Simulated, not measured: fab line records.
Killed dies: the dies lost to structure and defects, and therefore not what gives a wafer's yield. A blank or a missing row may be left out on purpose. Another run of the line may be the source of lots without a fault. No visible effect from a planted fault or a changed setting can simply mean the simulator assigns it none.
The tool behind it: which one? :: flow n5-finfet :: Sampling: 24 lots, 72 wafers, 6 of 1938 route steps

== WHAT THE GAUGES READ, wafer by wafer ==
N5_BEOL_M0_SAQP_CD_MEAS_40: target cd 30 nm. Usual: cd-nm at 29.98 nm, with a standard deviation of 0.22.
lot: L074
measured: day 5 17:29
on: cd-sem-02
cd-nm (nm): 30.08 30.25 29.84
flag: 

lot: L075
measured: day 6 05:58
on: cd-sem-01
cd-nm (nm): 29.93 29.94 29.93
flag: 

lot: L076
measured: day 6 07:56
on: cd-sem-01
cd-nm (nm): 30.01 29.95 29.76
flag: 

lot: L077
measured: day 6 11:48
on: cd-sem-02
cd-nm (nm): 30.14 29.95 29.74
flag: 

lot: L078
measured: day 6 12:44
on: cd-sem-02
cd-nm (nm): 30.24 29.68 30.32
flag: 

lot: L079
measured: day 6 23:10
on: cd-sem-02
cd-nm (nm): 30.25 29.66 29.96
flag: 

lot: L080
measured: day 7 02:41
on: cd-sem-03
cd-nm (nm): 29.72 30.04 29.96
flag: 

lot: L081
measured: day 7 22:45
on: cd-sem-03
cd-nm (nm): 30.09 30.21 30.34
flag: 

lot: L082
measured: day 9 19:22
on: cd-sem-03
cd-nm (nm): 30.01 30.09 29.83
flag: 

lot: L083
measured: day 9 19:35
on: cd-sem-03
cd-nm (nm): 29.81 29.45 30.19
flag: 

lot: L084
measured: day 9 20:25
on: cd-sem-03
cd-nm (nm): 30.01 29.83 30.06
flag: 

lot: L085
measured: day 10 14:06
on: cd-sem-01
cd-nm (nm): 30.23 30.01 29.91
flag: 

lot: L086
measured: day 10 14:21
on: cd-sem-01
cd-nm (nm): 30.27 30.39 29.99
flag: 

lot: L088
measured: day 10 14:49
on: cd-sem-01
cd-nm (nm): 29.73 29.89 30.12
flag: 

lot: L087
measured: day 10 15:26
on: cd-sem-01
cd-nm (nm): 29.72 29.96 30.20
flag: 

lot: L089
measured: day 11 20:59
on: cd-sem-01
cd-nm (nm): 29.83 29.84 29.59
flag: 

lot: L090
measured: day 11 23:14
on: cd-sem-01
cd-nm (nm): 30.22 29.88 29.75
flag: 

lot: L091
measured: day 11 23:55
on: cd-sem-03
cd-nm (nm): 29.77 29.69 30.04
flag: 

lot: L092
measured: day 12 00:05
on: cd-sem-02
cd-nm (nm): 30.11 29.88 30.24
flag: 

lot: L093
measured: day 12 00:08
on: cd-sem-01
cd-nm (nm): 29.71 29.87 29.75
flag: 

lot: L096
measured: day 13 03:10
on: cd-sem-03
cd-nm (nm): 30.05 30.07 30.04
flag: 

lot: L095
measured: day 13 05:54
on: cd-sem-03
cd-nm (nm): 29.79 29.87 29.77
flag: 

lot: L094
measured: day 13 06:25
on: cd-sem-03
cd-nm (nm): 30.16 30.23 30.26
flag: 

lot: L097
measured: day 13 07:27
on: cd-sem-03
cd-nm (nm): 30.37 29.92 29.86
flag: 

N5_BEOL_M1_CD_MEAS_28: target cd y 23.3 nm. Usual: cd-nm at 23.96 nm, with a standard deviation of 0.26.
lot: L074
measured: day 6 02:55
on: cd-sem-02
cd-nm (nm): 24.35 24.31 24.31
flag: 

lot: L075
measured: day 6 17:13
on: cd-sem-03
cd-nm (nm): 23.70 23.85 23.82
flag: 

lot: L076
measured: day 6 18:45
on: cd-sem-01
cd-nm (nm): 24.38 24.26 24.26
flag: 

lot: L077
measured: day 6 21:01
on: cd-sem-02
cd-nm (nm): 23.80 23.90 24.07
flag: 

lot: L078
measured: day 6 21:12
on: cd-sem-03
cd-nm (nm): 24.01 23.92 23.56
flag: 

lot: L079
measured: day 8 00:53
on: cd-sem-01
cd-nm (nm): 23.57 23.91 24.03
flag: 

lot: L080
measured: day 8 02:15
on: cd-sem-03
cd-nm (nm): 23.68 23.54 24.33
flag: 

lot: L081
measured: day 8 07:17
on: cd-sem-01
cd-nm (nm): 23.70 23.99 23.97
flag: 

lot: L082
measured: day 10 02:01
on: cd-sem-01
cd-nm (nm): 24.21 23.96 23.90
flag: 

lot: L083
measured: day 10 07:04
on: cd-sem-02
cd-nm (nm): 23.97 24.42 23.71
flag: 

lot: L084
measured: day 10 07:07
on: cd-sem-03
cd-nm (nm): 24.15 23.56 23.47
flag: 

lot: L085
measured: day 10 21:38
on: cd-sem-03
cd-nm (nm): 23.68 23.31 23.87
flag: 

lot: L086
measured: day 10 23:48
on: cd-sem-01
cd-nm (nm): 24.04 24.08 23.88
flag: 

lot: L088
measured: day 11 02:59
on: cd-sem-02
cd-nm (nm): 24.27 23.74 23.76
flag: 

lot: L087
measured: day 11 00:52
on: cd-sem-01
cd-nm (nm): 23.87 24.40 23.54
flag: 

lot: L089
measured: day 12 08:05
on: cd-sem-03
cd-nm (nm): 23.83 23.77 23.83
flag: 

lot: L090
measured: day 12 08:32
on: cd-sem-02
cd-nm (nm): 23.84 24.00 24.00
flag: 

lot: L091
measured: day 12 10:58
on: cd-sem-01
cd-nm (nm): 23.63 23.64 23.57
flag: 

lot: L092
measured: day 12 11:59
on: cd-sem-01
cd-nm (nm): 23.65 24.02 23.60
flag: 

lot: L093
measured: day 12 12:47
on: cd-sem-03
cd-nm (nm): 23.89 23.97 23.69
flag: 

lot: L096
measured: day 13 21:44
on: cd-sem-02
cd-nm (nm): 23.85 23.97 23.92
flag: 

lot: L095
measured: day 13 22:00
on: cd-sem-01
cd-nm (nm): 24.06 24.18 24.04
flag: 

lot: L094
measured: day 13 22:11
on: cd-sem-01
cd-nm (nm): 23.91 24.28 24.13
flag: 

lot: L097
measured: day 13 22:17
on: cd-sem-03
cd-nm (nm): 24.14 24.11 24.54
flag: 

== EACH LOT AND THE TOOL THAT RAN IT (in order: tool; ch and the chambers of the sampled wafers; start) ==
lot: L074
N5_BEOL_M0_DEGAS_112: pvd-sputter-01, day 5 22:05
N5_BEOL_M0_SPUTTER_132: pvd-sputter-03, day 5 22:55
N5_BEOL_M1_ILD_DEP_00: pecvd-01 ch 0,2, day 6 00:20
N5_BEOL_M1_ETCH_63: rie-diel-05 ch 0,3, day 6 02:13

lot: L075
N5_BEOL_M0_DEGAS_112: pvd-sputter-02, day 6 12:19
N5_BEOL_M0_SPUTTER_132: pvd-sputter-01, day 6 12:57
N5_BEOL_M1_ILD_DEP_00: pecvd-04 ch 0,1,2, day 6 14:28
N5_BEOL_M1_ETCH_63: rie-diel-03 ch 0,1,3, day 6 16:23

lot: L076
N5_BEOL_M0_DEGAS_112: pvd-sputter-02, day 6 13:19
N5_BEOL_M0_SPUTTER_132: pvd-sputter-03, day 6 15:10
N5_BEOL_M1_ILD_DEP_00: pecvd-01 ch 0,1, day 6 16:36
N5_BEOL_M1_ETCH_63: rie-diel-02 ch 0,1,3, day 6 18:04

lot: L077
N5_BEOL_M0_DEGAS_112: pvd-sputter-03, day 6 16:04
N5_BEOL_M0_SPUTTER_132: pvd-sputter-01, day 6 17:08
N5_BEOL_M1_ILD_DEP_00: pecvd-01 ch 1,2, day 6 18:32
N5_BEOL_M1_ETCH_63: rie-diel-02 ch 0,2,3, day 6 20:16

lot: L078
N5_BEOL_M0_DEGAS_112: pvd-sputter-01, day 6 16:05
N5_BEOL_M0_SPUTTER_132: pvd-sputter-03, day 6 17:10
N5_BEOL_M1_ILD_DEP_00: pecvd-02 ch 0,2, day 6 18:56
N5_BEOL_M1_ETCH_63: rie-diel-03 ch 1,2,3, day 6 20:30

lot: L079
N5_BEOL_M0_DEGAS_112: pvd-sputter-03, day 7 05:07
N5_BEOL_M0_SPUTTER_132: pvd-sputter-02, day 7 06:05
N5_BEOL_M1_ILD_DEP_00: pecvd-02 ch 0,2, day 7 07:34
N5_BEOL_M1_ETCH_63: rie-diel-02 ch 1,2,3, day 7 23:37

lot: L080
N5_BEOL_M0_DEGAS_112: pvd-sputter-01, day 7 07:53
N5_BEOL_M0_SPUTTER_132: pvd-sputter-02, day 7 08:33
N5_BEOL_M1_ILD_DEP_00: pecvd-02 ch 0,2, day 7 09:56
N5_BEOL_M1_ETCH_63: rie-diel-02 ch 1,2, day 8 00:52

lot: L081
N5_BEOL_M0_DEGAS_112: pvd-sputter-01, day 8 02:28
N5_BEOL_M0_SPUTTER_132: pvd-sputter-01, day 8 03:04
N5_BEOL_M1_ILD_DEP_00: pecvd-04 ch 0,1,2, day 8 04:25
N5_BEOL_M1_ETCH_63: rie-diel-03 ch 0,2, day 8 06:33

lot: L082
N5_BEOL_M0_DEGAS_112: pvd-sputter-01, day 9 22:35
N5_BEOL_M0_SPUTTER_132: pvd-sputter-02, day 9 23:12
N5_BEOL_M1_ILD_DEP_00: pecvd-04 ch 0,1, day 10 00:35
N5_BEOL_M1_ETCH_63: rie-diel-05 ch 0,3, day 10 01:19

lot: L083
N5_BEOL_M0_DEGAS_112: pvd-sputter-03, day 9 22:50
N5_BEOL_M0_SPUTTER_132: pvd-sputter-01, day 9 23:31
N5_BEOL_M1_ILD_DEP_00: pecvd-02 ch 0,1, day 10 00:53
N5_BEOL_M1_ETCH_63: rie-diel-02 ch 0,1, day 10 06:22

lot: L084
N5_BEOL_M0_DEGAS_112: pvd-sputter-03, day 10 00:16
N5_BEOL_M0_SPUTTER_132: pvd-sputter-01, day 10 00:55
N5_BEOL_M1_ILD_DEP_00: pecvd-02 ch 1,2, day 10 02:16
N5_BEOL_M1_ETCH_63: rie-diel-05 ch 0,2, day 10 06:23

lot: L085
N5_BEOL_M0_DEGAS_112: pvd-sputter-03, day 10 17:01
N5_BEOL_M0_SPUTTER_132: pvd-sputter-02, day 10 18:44
N5_BEOL_M1_ILD_DEP_00: pecvd-02 ch 0,1, day 10 20:05
N5_BEOL_M1_ETCH_63: rie-diel-02 ch 0,2, day 10 20:49

lot: L086
N5_BEOL_M0_DEGAS_112: pvd-sputter-02, day 10 19:55
N5_BEOL_M0_SPUTTER_132: pvd-sputter-01, day 10 20:38
N5_BEOL_M1_ILD_DEP_00: pecvd-02 ch 0,1, day 10 22:04
N5_BEOL_M1_ETCH_63: rie-diel-05 ch 2,3, day 10 22:59

lot: L088
N5_BEOL_M0_DEGAS_112: pvd-sputter-03, day 10 22:01
N5_BEOL_M0_SPUTTER_132: pvd-sputter-03, day 10 22:44
N5_BEOL_M1_ILD_DEP_00: pecvd-04 ch 0,1,2, day 11 00:17
N5_BEOL_M1_ETCH_63: rie-diel-03 ch 1,2, day 11 01:59

lot: L087
N5_BEOL_M0_DEGAS_112: pvd-sputter-02, day 10 20:02
N5_BEOL_M0_SPUTTER_132: pvd-sputter-03, day 10 21:41
N5_BEOL_M1_ILD_DEP_00: pecvd-02 ch 0,1, day 10 23:06
N5_BEOL_M1_ETCH_63: rie-diel-02 ch 0,1,3, day 11 00:02

lot: L089
N5_BEOL_M0_DEGAS_112: pvd-sputter-01, day 12 03:27
N5_BEOL_M0_SPUTTER_132: pvd-sputter-01, day 12 04:20
N5_BEOL_M1_ILD_DEP_00: pecvd-01 ch 0,1, day 12 05:46
N5_BEOL_M1_ETCH_63: rie-diel-03 ch 1,3, day 12 07:17

lot: L090
N5_BEOL_M0_DEGAS_112: pvd-sputter-01, day 12 03:32
N5_BEOL_M0_SPUTTER_132: pvd-sputter-01, day 12 04:47
N5_BEOL_M1_ILD_DEP_00: pecvd-01 ch 0,2, day 12 06:13
N5_BEOL_M1_ETCH_63: rie-diel-02 ch 1,3, day 12 07:47

lot: L091
N5_BEOL_M0_DEGAS_112: pvd-sputter-01, day 12 05:59
N5_BEOL_M0_SPUTTER_132: pvd-sputter-03, day 12 06:46
N5_BEOL_M1_ILD_DEP_00: pecvd-01 ch 0,1,2, day 12 08:10
N5_BEOL_M1_ETCH_63: rie-diel-02 ch 1,3, day 12 10:04

lot: L092
N5_BEOL_M0_DEGAS_112: pvd-sputter-03, day 12 07:31
N5_BEOL_M0_SPUTTER_132: pvd-sputter-03, day 12 08:31
N5_BEOL_M1_ILD_DEP_00: pecvd-02 ch 0,1, day 12 09:52
N5_BEOL_M1_ETCH_63: rie-diel-02 ch 0,2,3, day 12 11:17

lot: L093
N5_BEOL_M0_DEGAS_112: pvd-sputter-02, day 12 07:44
N5_BEOL_M0_SPUTTER_132: pvd-sputter-03, day 12 08:57
N5_BEOL_M1_ILD_DEP_00: pecvd-04 ch 1,2, day 12 10:18
N5_BEOL_M1_ETCH_63: rie-diel-03 ch 2,3, day 12 12:05

lot: L096
N5_BEOL_M0_DEGAS_112: pvd-sputter-01, day 13 15:41
N5_BEOL_M0_SPUTTER_132: pvd-sputter-02, day 13 16:34
N5_BEOL_M1_ILD_DEP_00: pecvd-02 ch 0,1,2, day 13 19:28
N5_BEOL_M1_ETCH_63: rie-diel-02 ch 0,1,3, day 13 20:57

lot: L095
N5_BEOL_M0_DEGAS_112: pvd-sputter-03, day 13 15:50
N5_BEOL_M0_SPUTTER_132: pvd-sputter-03, day 13 16:48
N5_BEOL_M1_ILD_DEP_00: pecvd-01 ch 0,1,2, day 13 19:40
N5_BEOL_M1_ETCH_63: rie-diel-02 ch 1,2,3, day 13 21:11

lot: L094
N5_BEOL_M0_DEGAS_112: pvd-sputter-03, day 13 15:55
N5_BEOL_M0_SPUTTER_132: pvd-sputter-01, day 13 16:49
N5_BEOL_M1_ILD_DEP_00: pecvd-04 ch 0,1,2, day 13 19:44
N5_BEOL_M1_ETCH_63: rie-diel-03 ch 0,1, day 13 21:17

lot: L097
N5_BEOL_M0_DEGAS_112: pvd-sputter-01, day 13 15:55
N5_BEOL_M0_SPUTTER_132: pvd-sputter-02, day 13 17:01
N5_BEOL_M1_ILD_DEP_00: pecvd-02 ch 0,1,2, day 13 20:07
N5_BEOL_M1_ETCH_63: rie-diel-02 ch 0,1,3, day 13 21:29
- N5_BEOL_M0_DEGAS_112: time 60 s.
- N5_BEOL_M0_SPUTTER_132: material Cu, target thk 4 nm, time 7.37 s.
- N5_BEOL_M1_ILD_DEP_00: deposits SiOC from DEMS/O2, target thk 79 nm, time 15.3 s.
- N5_BEOL_M1_ETCH_63: etches SiARC in CF4, target depth 15.6 nm, time 26 s.

== WHAT THE TOOLS THEMSELVES READ (means of the sampled wafers that have a number; where no wafer has one, the mark that the record gives instead) ==
N5_BEOL_M0_DEGAS_112. Usual: heater-power-w at 340 W, with a standard deviation of 37.
lot: L074
tool: pvd-sputter-01
heater-power-w (W): 368
flag: 

lot: L075
tool: pvd-sputter-02
heater-power-w (W): 357
flag: 

lot: L076
tool: pvd-sputter-02
heater-power-w (W): 353
flag: 

lot: L077
tool: pvd-sputter-03
heater-power-w (W): 316
flag: 

lot: L078
tool: pvd-sputter-01
heater-power-w (W): 372
flag: 

lot: L079
tool: pvd-sputter-03
heater-power-w (W): 315
flag: 

lot: L080
tool: pvd-sputter-01
heater-power-w (W): 369
flag: 

lot: L081
tool: pvd-sputter-01
heater-power-w (W): 371
flag: 

lot: L082
tool: pvd-sputter-01
heater-power-w (W): 371
flag: 

lot: L083
tool: pvd-sputter-03
heater-power-w (W): 327
flag: 

lot: L084
tool: pvd-sputter-03
heater-power-w (W): 306
flag: 

lot: L085
tool: pvd-sputter-03
heater-power-w (W): 321
flag: 

lot: L086
tool: pvd-sputter-02
heater-power-w (W): 355
flag: 

lot: L088
tool: pvd-sputter-03
heater-power-w (W): 308
flag: 

lot: L087
tool: pvd-sputter-02
heater-power-w (W): 360
flag: 

lot: L089
tool: pvd-sputter-01
heater-power-w (W): 366
flag: 

lot: L090
tool: pvd-sputter-01
heater-power-w (W): 391
flag: 

lot: L091
tool: pvd-sputter-01
heater-power-w (W): 365
flag: 

lot: L092
tool: pvd-sputter-03
heater-power-w (W): 306
flag: 

lot: L093
tool: pvd-sputter-02
heater-power-w (W): 343
flag: 

lot: L096
tool: pvd-sputter-01
heater-power-w (W): 353
flag: 

lot: L095
tool: pvd-sputter-03
heater-power-w (W): 315
flag: 

lot: L094
tool: pvd-sputter-03
heater-power-w (W): 311
flag: 

lot: L097
tool: pvd-sputter-01
heater-power-w (W): 342
flag: 

N5_BEOL_M0_SPUTTER_132. Usual: throttle-valve-pct at 29.7 %, with a standard deviation of 1.
lot: L074
tool: pvd-sputter-03
throttle-valve-pct (%): 30.3
flag: 

lot: L075
tool: pvd-sputter-01
throttle-valve-pct (%): 28.9
flag: 

lot: L076
tool: pvd-sputter-03
throttle-valve-pct (%): 29.7
flag: 

lot: L077
tool: pvd-sputter-01
throttle-valve-pct (%): 30.7
flag: 

lot: L078
tool: pvd-sputter-03
throttle-valve-pct (%): 29.7
flag: 

lot: L079
tool: pvd-sputter-02
throttle-valve-pct (%): 30.3
flag: 

lot: L080
tool: pvd-sputter-02
throttle-valve-pct (%): 29.6
flag: 

lot: L081
tool: pvd-sputter-01
throttle-valve-pct (%): 28.6
flag: 

lot: L082
tool: pvd-sputter-02
throttle-valve-pct (%): 29.9
flag: 

lot: L083
tool: pvd-sputter-01
throttle-valve-pct (%): 29.1
flag: 

lot: L084
tool: pvd-sputter-01
throttle-valve-pct (%): 29.8
flag: 

lot: L085
tool: pvd-sputter-02
throttle-valve-pct (%): 30.4
flag: 

lot: L086
tool: pvd-sputter-01
throttle-valve-pct (%): 30.3
flag: 

lot: L088
tool: pvd-sputter-03
throttle-valve-pct (%): 29.8
flag: 

lot: L087
tool: pvd-sputter-03
throttle-valve-pct (%): 29.9
flag: 

lot: L089
tool: pvd-sputter-01
throttle-valve-pct (%): 30.8
flag: 

lot: L090
tool: pvd-sputter-01
throttle-valve-pct (%): 30.4
flag: 

lot: L091
tool: pvd-sputter-03
throttle-valve-pct (%): 30.1
flag: 

lot: L092
tool: pvd-sputter-03
throttle-valve-pct (%): 29.3
flag: 

lot: L093
tool: pvd-sputter-03
throttle-valve-pct (%): 30.2
flag: 

lot: L096
tool: pvd-sputter-02
throttle-valve-pct (%): 30.1
flag: 

lot: L095
tool: pvd-sputter-03
throttle-valve-pct (%): 29.3
flag: 

lot: L094
tool: pvd-sputter-01
throttle-valve-pct (%): 30.3
flag: 

lot: L097
tool: pvd-sputter-02
throttle-valve-pct (%): 30.1
flag: 

N5_BEOL_M1_ILD_DEP_00. Usual: heater-power-w 461 W, standard deviation 69; showerhead-plenum-p-Torr 5.699 Torr, standard deviation 0.023; showerhead-vpp-V 1396 V, standard deviation 42; throttle-valve-pct 11.8 %, standard deviation 0.6.
lot: L074
tool: pecvd-01
heater-power-w (W): 548
showerhead-plenum-p-Torr (Torr): 5.680
showerhead-vpp-V (V): 1410
throttle-valve-pct (%): 12.0
flag: 

lot: L075
tool: pecvd-04
heater-power-w (W): 492
showerhead-plenum-p-Torr (Torr): 5.712
showerhead-vpp-V (V): 1388
throttle-valve-pct (%): 12.1
flag: 

lot: L076
tool: pecvd-01
heater-power-w (W): 434
showerhead-plenum-p-Torr (Torr): 5.679
showerhead-vpp-V (V): 1357
throttle-valve-pct (%): 12.2
flag: 

lot: L077
tool: pecvd-01
heater-power-w (W): 429
showerhead-plenum-p-Torr (Torr): 5.663
showerhead-vpp-V (V): 1379
throttle-valve-pct (%): 11.7
flag: 

lot: L078
tool: pecvd-02
heater-power-w (W): 426
showerhead-plenum-p-Torr (Torr): 5.715
showerhead-vpp-V (V): 1426
throttle-valve-pct (%): 11.4
flag: 

lot: L079
tool: pecvd-02
heater-power-w (W): 415
showerhead-plenum-p-Torr (Torr): 5.716
showerhead-vpp-V (V): 1412
throttle-valve-pct (%): 11.4
flag: 

lot: L080
tool: pecvd-02
heater-power-w (W): 408
showerhead-plenum-p-Torr (Torr): 5.704
showerhead-vpp-V (V): 1426
throttle-valve-pct (%): 11.4
flag: 

lot: L081
tool: pecvd-04
heater-power-w (W): 479
showerhead-plenum-p-Torr (Torr): 5.715
showerhead-vpp-V (V): 1397
throttle-valve-pct (%): 12.2
flag: 

lot: L082
tool: pecvd-04
heater-power-w (W): 454
showerhead-plenum-p-Torr (Torr): 5.729
showerhead-vpp-V (V): 1389
throttle-valve-pct (%): 12.6
flag: 

lot: L083
tool: pecvd-02
heater-power-w (W): 386
showerhead-plenum-p-Torr (Torr): 5.725
showerhead-vpp-V (V): 1423
throttle-valve-pct (%): 11.8
flag: 

lot: L084
tool: pecvd-02
heater-power-w (W): 476
showerhead-plenum-p-Torr (Torr): 5.684
showerhead-vpp-V (V): 1381
throttle-valve-pct (%): 11.4
flag: 

lot: L085
tool: pecvd-02
heater-power-w (W): 363
showerhead-plenum-p-Torr (Torr): 5.712
showerhead-vpp-V (V): 1426
throttle-valve-pct (%): 11.7
flag: 

lot: L086
tool: pecvd-02
heater-power-w (W): 369
showerhead-plenum-p-Torr (Torr): 5.721
showerhead-vpp-V (V): 1435
throttle-valve-pct (%): 11.8
flag: 

lot: L088
tool: pecvd-04
heater-power-w (W): 488
showerhead-plenum-p-Torr (Torr): 5.719
showerhead-vpp-V (V): 1393
throttle-valve-pct (%): 12.1
flag: 

lot: L087
tool: pecvd-02
heater-power-w (W): 434
showerhead-plenum-p-Torr (Torr): 5.707
showerhead-vpp-V (V): 1416
throttle-valve-pct (%): 11.8
flag: 

lot: L089
tool: pecvd-01
heater-power-w (W): 434
showerhead-plenum-p-Torr (Torr): 5.667
showerhead-vpp-V (V): 1363
throttle-valve-pct (%): 12.0
flag: 

lot: L090
tool: pecvd-01
heater-power-w (W): 509
showerhead-plenum-p-Torr (Torr): 5.683
showerhead-vpp-V (V): 1401
throttle-valve-pct (%): 12.4
flag: 

lot: L091
tool: pecvd-01
heater-power-w (W): 495
showerhead-plenum-p-Torr (Torr): 5.672
showerhead-vpp-V (V): 1388
throttle-valve-pct (%): 12.1
flag: 

lot: L092
tool: pecvd-02
heater-power-w (W): 445
showerhead-plenum-p-Torr (Torr): 5.702
showerhead-vpp-V (V): 1423
throttle-valve-pct (%): 11.8
flag: 

lot: L093
tool: pecvd-04
heater-power-w (W): 523
showerhead-plenum-p-Torr (Torr): 5.706
showerhead-vpp-V (V): 1365
throttle-valve-pct (%): 12.6
flag: 

lot: L096
tool: pecvd-02
heater-power-w (W): 418
showerhead-plenum-p-Torr (Torr): 5.702
showerhead-vpp-V (V): 1404
throttle-valve-pct (%): 11.4
flag: 

lot: L095
tool: pecvd-01
heater-power-w (W): 451
showerhead-plenum-p-Torr (Torr): 5.687
showerhead-vpp-V (V): 1382
throttle-valve-pct (%): 12.1
flag: 

lot: L094
tool: pecvd-04
heater-power-w (W): 496
showerhead-plenum-p-Torr (Torr): 5.715
showerhead-vpp-V (V): 1377
throttle-valve-pct (%): 12.3
flag: 

lot: L097
tool: pecvd-02
heater-power-w (W): 413
showerhead-plenum-p-Torr (Torr): 5.705
showerhead-vpp-V (V): 1394
throttle-valve-pct (%): 11.5
flag: 

N5_BEOL_M1_ETCH_63. Usual: drypump-motor-current-A 5.7 A, standard deviation 0.42; etch-rf-on-time-s 25.9 s, standard deviation 0.45; oes-product-au 0.67 a.u., standard deviation 0.075; rf-vpp-V 183.8 V, standard deviation 1.1; showerhead-plenum-p-Torr 2.12 Torr, standard deviation 0.067; throttle-valve-pct 15.69 %, standard deviation 0.16.
lot: L074
tool: rie-diel-05
drypump-motor-current-A (A): 6.0
etch-rf-on-time-s (s): 26.4
oes-product-au (a.u.): 0.62
rf-vpp-V (V): 184.2
showerhead-plenum-p-Torr (Torr): 2.13
throttle-valve-pct (%): 15.62
flag: 

lot: L075
tool: rie-diel-03
drypump-motor-current-A (A): 5.7
etch-rf-on-time-s (s): 26.1
oes-product-au (a.u.): 0.65
rf-vpp-V (V): 185.0
showerhead-plenum-p-Torr (Torr): 2.20
throttle-valve-pct (%): 15.75
flag: 

lot: L076
tool: rie-diel-02
drypump-motor-current-A (A): 5.4
etch-rf-on-time-s (s): 25.8
oes-product-au (a.u.): 0.63
rf-vpp-V (V): 183.7
showerhead-plenum-p-Torr (Torr): 2.10
throttle-valve-pct (%): 15.76
flag: 

lot: L077
tool: rie-diel-02
drypump-motor-current-A (A): 5.6
etch-rf-on-time-s (s): 25.7
oes-product-au (a.u.): 0.65
rf-vpp-V (V): 183.5
showerhead-plenum-p-Torr (Torr): 2.11
throttle-valve-pct (%): 15.69
flag: 

lot: L078
tool: rie-diel-03
drypump-motor-current-A (A): 5.7
etch-rf-on-time-s (s): 26.5
oes-product-au (a.u.): 0.61
rf-vpp-V (V): 184.2
showerhead-plenum-p-Torr (Torr): 2.14
throttle-valve-pct (%): 15.80
flag: 

lot: L079
tool: rie-diel-02
drypump-motor-current-A (A): 5.8
etch-rf-on-time-s (s): 25.8
oes-product-au (a.u.): 0.67
rf-vpp-V (V): 183.4
showerhead-plenum-p-Torr (Torr): 2.07
throttle-valve-pct (%): 15.64
flag: 

lot: L080
tool: rie-diel-02
drypump-motor-current-A (A): 5.9
etch-rf-on-time-s (s): 25.8
oes-product-au (a.u.): 0.71
rf-vpp-V (V): 184.0
showerhead-plenum-p-Torr (Torr): 2.08
throttle-valve-pct (%): 15.64
flag: 

lot: L081
tool: rie-diel-03
drypump-motor-current-A (A): 5.7
etch-rf-on-time-s (s): 26.4
oes-product-au (a.u.): 0.63
rf-vpp-V (V): 184.1
showerhead-plenum-p-Torr (Torr): 2.11
throttle-valve-pct (%): 15.73
flag: 

lot: L082
tool: rie-diel-05
drypump-motor-current-A (A): 6.2
etch-rf-on-time-s (s): 26.3
oes-product-au (a.u.): 0.63
rf-vpp-V (V): 184.0
showerhead-plenum-p-Torr (Torr): 2.13
throttle-valve-pct (%): 15.76
flag: 

lot: L083
tool: rie-diel-02
drypump-motor-current-A (A): 5.1
etch-rf-on-time-s (s): 25.5
oes-product-au (a.u.): 0.78
rf-vpp-V (V): 183.6
showerhead-plenum-p-Torr (Torr): 2.14
throttle-valve-pct (%): 15.58
flag: 

lot: L084
tool: rie-diel-05
drypump-motor-current-A (A): 6.1
etch-rf-on-time-s (s): 26.0
oes-product-au (a.u.): 0.74
rf-vpp-V (V): 183.7
showerhead-plenum-p-Torr (Torr): 2.11
throttle-valve-pct (%): 15.53
flag: 

lot: L085
tool: rie-diel-02
drypump-motor-current-A (A): 5.6
etch-rf-on-time-s (s): 25.4
oes-product-au (a.u.): 0.77
rf-vpp-V (V): 184.0
showerhead-plenum-p-Torr (Torr): 2.12
throttle-valve-pct (%): 15.55
flag: 

lot: L086
tool: rie-diel-05
drypump-motor-current-A (A): 6.3
etch-rf-on-time-s (s): 25.7
oes-product-au (a.u.): 0.71
rf-vpp-V (V): 183.8
showerhead-plenum-p-Torr (Torr): 2.13
throttle-valve-pct (%): 15.79
flag: 

lot: L088
tool: rie-diel-03
drypump-motor-current-A (A): 5.7
etch-rf-on-time-s (s): 25.9
oes-product-au (a.u.): 0.60
rf-vpp-V (V): 183.9
showerhead-plenum-p-Torr (Torr): 2.10
throttle-valve-pct (%): 15.91
flag: 

lot: L087
tool: rie-diel-02
drypump-motor-current-A (A): 5.4
etch-rf-on-time-s (s): 25.6
oes-product-au (a.u.): 0.70
rf-vpp-V (V): 183.4
showerhead-plenum-p-Torr (Torr): 2.10
throttle-valve-pct (%): 15.63
flag: 

lot: L089
tool: rie-diel-03
drypump-motor-current-A (A): 5.6
etch-rf-on-time-s (s): 26.6
oes-product-au (a.u.): 0.59
rf-vpp-V (V): 185.0
showerhead-plenum-p-Torr (Torr): 2.18
throttle-valve-pct (%): 15.84
flag: 

lot: L090
tool: rie-diel-02
drypump-motor-current-A (A): 5.8
etch-rf-on-time-s (s): 25.7
oes-product-au (a.u.): 0.62
rf-vpp-V (V): 183.1
showerhead-plenum-p-Torr (Torr): 2.05
throttle-valve-pct (%): 15.69
flag: 

lot: L091
tool: rie-diel-02
drypump-motor-current-A (A): 5.7
etch-rf-on-time-s (s): 25.7
oes-product-au (a.u.): 0.63
rf-vpp-V (V): 183.4
showerhead-plenum-p-Torr (Torr): 2.04
throttle-valve-pct (%): 15.77
flag: 

lot: L092
tool: rie-diel-02
drypump-motor-current-A (A): 5.6
etch-rf-on-time-s (s): 25.4
oes-product-au (a.u.): 0.72
rf-vpp-V (V): 184.1
showerhead-plenum-p-Torr (Torr): 2.10
throttle-valve-pct (%): 15.58
flag: 

lot: L093
tool: rie-diel-03
drypump-motor-current-A (A): 5.6
etch-rf-on-time-s (s): 26.3
oes-product-au (a.u.): 0.59
rf-vpp-V (V): 184.6
showerhead-plenum-p-Torr (Torr): 2.15
throttle-valve-pct (%): 15.80
flag: 

lot: L096
tool: rie-diel-02
drypump-motor-current-A (A): 5.4
etch-rf-on-time-s (s): 25.6
oes-product-au (a.u.): 0.67
rf-vpp-V (V): 183.4
showerhead-plenum-p-Torr (Torr): 2.09
throttle-valve-pct (%): 15.66
flag: 

lot: L095
tool: rie-diel-02
drypump-motor-current-A (A): 5.9
etch-rf-on-time-s (s): 25.5
oes-product-au (a.u.): 0.65
rf-vpp-V (V): 183.1
showerhead-plenum-p-Torr (Torr): 2.05
throttle-valve-pct (%): 15.72
flag: 

lot: L094
tool: rie-diel-03
drypump-motor-current-A (A): 5.8
etch-rf-on-time-s (s): 26.3
oes-product-au (a.u.): 0.61
rf-vpp-V (V): 185.3
showerhead-plenum-p-Torr (Torr): 2.16
throttle-valve-pct (%): 15.90
flag: 

lot: L097
tool: rie-diel-02
drypump-motor-current-A (A): 5.4
etch-rf-on-time-s (s): 25.9
oes-product-au (a.u.): 0.67
rf-vpp-V (V): 183.4
showerhead-plenum-p-Torr (Torr): 2.09
throttle-valve-pct (%): 15.67
flag: 

== THE ANSWER, worked out from the rows above alone ==
Rule: a lot is off if the mean of its wafers that have a number lies more than 3 standard deviations from the usual mean. A lot without any number at a reading at which 4 lots or more have one is off too. All remaining lots with rows at the step are treated as sound. First the gauges in route order, then the tools' own readings, where a lot's mean is used as printed above. The first step at which some lot is off is used, and at that step the reading that is off furthest; a lot without a number counts as furthest.
None of the lots is off at any reading shown; this tells nothing.

== WHAT THE SIMULATOR PUT IN ==
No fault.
